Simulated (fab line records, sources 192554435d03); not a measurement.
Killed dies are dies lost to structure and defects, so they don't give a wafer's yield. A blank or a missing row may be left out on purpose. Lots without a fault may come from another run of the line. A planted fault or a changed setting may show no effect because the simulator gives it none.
Which tool did it? | flow n5_finfet | 11 lots, 31 wafers sampled, at 1 step of a route of 1938

WHAT THE GAUGES READ, wafer by wafer
N5_BEOL_M8_RS_MEAS_57: measures by four-point-probe. Usual: M8_RS 0.283 ohm/sq, standard deviation 0.0091.
lot  | measured     | on            | M8_RS (ohm/sq)    | flag
L292 | day 10 14:13 | film_metro-01 | 0.273 0.280 0.272 |
L291 | day 10 16:05 | film_metro-02 | 0.274 0.285 0.281 |
L293 | day 11 02:05 | film_metro-01 | 0.276 0.283       |
L297 | day 11 10:35 | film_metro-02 | 0.284 0.277 0.276 |
L298 | day 12 15:31 | film_metro-01 | 0.277 0.268 0.281 |
L305 | day 14 11:55 | film_metro-02 | 0.293 0.304 0.301 |
L306 | day 14 22:43 | film_metro-02 | 0.306 0.297 0.278 |
L310 | day 14 23:23 | film_metro-02 | 0.297 0.303 0.278 |
L308 | day 15 06:54 | film_metro-02 | 0.269 0.274       |
L311 | day 15 16:04 | film_metro-02 | 0.285 0.279 0.283 |
L309 | day 15 17:54 | film_metro-01 | 0.262 0.295 0.268 |

WHICH TOOL RAN EACH LOT (tool, then ch and the chambers of the sampled wafers, then the start)
The record holds no process step before these readings.

WHAT THE TOOLS THEMSELVES READ (means of the sampled wafers that have a number; where no wafer has one, the mark that the record gives instead)
The record holds no such reading with a usual standard deviation.

THE ANSWER, worked out from the rows above alone
Rule: a lot is off if the mean of its wafers that have a number lies more than 3 standard deviations from the usual mean. A lot without any number at a reading at which 4 lots or more have one is off too. The other lots that the step has rows for count as sound. The gauges are gone through in route order, then the tools' own readings, and for those a lot's mean is taken as printed above. The first step at which some lot is off is used, and at that step the reading that is off furthest; a lot without a number counts as furthest.
No lot is off at any reading shown: from this, nothing can be told.

WHAT THE SIMULATOR HAD PUT IN
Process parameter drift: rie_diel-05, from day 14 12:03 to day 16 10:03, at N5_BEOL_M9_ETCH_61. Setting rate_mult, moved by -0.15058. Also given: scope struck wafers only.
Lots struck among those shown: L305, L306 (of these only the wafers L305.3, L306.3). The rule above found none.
